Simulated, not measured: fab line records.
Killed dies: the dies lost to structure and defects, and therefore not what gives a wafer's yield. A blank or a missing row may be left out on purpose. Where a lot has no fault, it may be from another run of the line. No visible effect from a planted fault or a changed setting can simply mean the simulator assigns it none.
Chamber matching -- flow nand_harc -- NHARC_A_CHANNEL_FILL_D2_ALD_25 on ald_hk-02 has 4 sister chambers
The step deposits SiOx, target thk 60 nm, pulse time 10 s, ald cycles 600. 4 wafers are shown with their chamber, then 7 later ones without.

WAFERS, EACH WITH ITS CHAMBER
wafer,chamber,heater_power_w (W)
L080.6,0,445
L084.5,1,465
L088.1,3,481
L088.3,2,384

WAFERS WHOSE CHAMBER IS MISSING
wafer,heater_power_w (W)
L088.4,442
L091.1,463
L091.2,448
L091.5,493
L096.3,479
L096.1,489
L096.6,396

THE CHAMBER EACH PASSED THROUGH
wafer,from the rows above,in truth
L088.4,0,0
L091.1,1,1
L091.2,can't be placed: 0 or 1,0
L091.5,3,3
L096.3,can't be placed: 3 or 1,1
L096.1,3,3
L096.6,2,2
Placed correctly: 5 of 7. Not placeable from these rows: 2 (in 2, the candidates include the true chamber). Wrongly placed: 0.
How it was worked out, from the rows above alone: a wafer's distance from a chamber is the root of the sum, over the readings, of the square of ((its reading less the chamber's mean) divided by the reading's scatter). If the next closest chamber is less than 2 further off than the closest, the wafer can't be placed; otherwise it belongs to the closest. The mean given for a chamber averages the wafers shown for that chamber. The scatter: with one shown wafer a chamber, the root of the mean of the squares of how far each hidden wafer lies from its nearest shown one.
